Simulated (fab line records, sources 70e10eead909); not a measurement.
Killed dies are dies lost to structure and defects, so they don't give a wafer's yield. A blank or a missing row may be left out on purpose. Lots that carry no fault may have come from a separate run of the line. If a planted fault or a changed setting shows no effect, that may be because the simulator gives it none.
Matching of chambers ; flow nandHarc ; NHARC_A_CONTACT_ETCH_91 on rieDiel-12: 4 sister chambers
The step etches the open film in CH3F/O2, target depth 40 nm, time 85.7 s. 4 wafers are shown with their chamber, then 8 later ones without.

## WAFERS PAIRED WITH THEIR CHAMBERS
wafer;chamber;drypumpMotorCurrentA (A)
L189.4;2;5.90
L190.5;0;5.56
L197.6;3;5.45
L198.3;1;6.02

## WAFERS WHOSE CHAMBER IS MISSING
wafer;drypumpMotorCurrentA (A)
L198.6;5.42
L199.6;6.02
L203.2;5.55
L203.3;5.47
L203.6;6.06
L204.3;5.45
L204.4;5.86
L204.6;5.55

## CHAMBER TAKEN BY EACH
wafer;from the rows above;in truth
L198.6;3;3
L199.6;1;1
L203.2;0;0
L203.3;3;3
L203.6;1;1
L204.3;3;3
L204.4;2;2
L204.6;0;0
8 of 8 placed correctly. Not placeable from these rows: 0. 0 placed wrongly.
How it was worked out, from the rows above alone: a wafer's distance from a chamber is the root of the sum, over the readings, of the square of ((its reading less the chamber's mean) divided by the reading's scatter). The wafer belongs to the nearest chamber; if the next one is less than 2 further off, it can't be placed. A chamber's mean is the mean of its shown wafers. The scatter (one wafer shown for each chamber): square how far every hidden wafer sits from the nearest shown wafer, average those squares and take the square root.
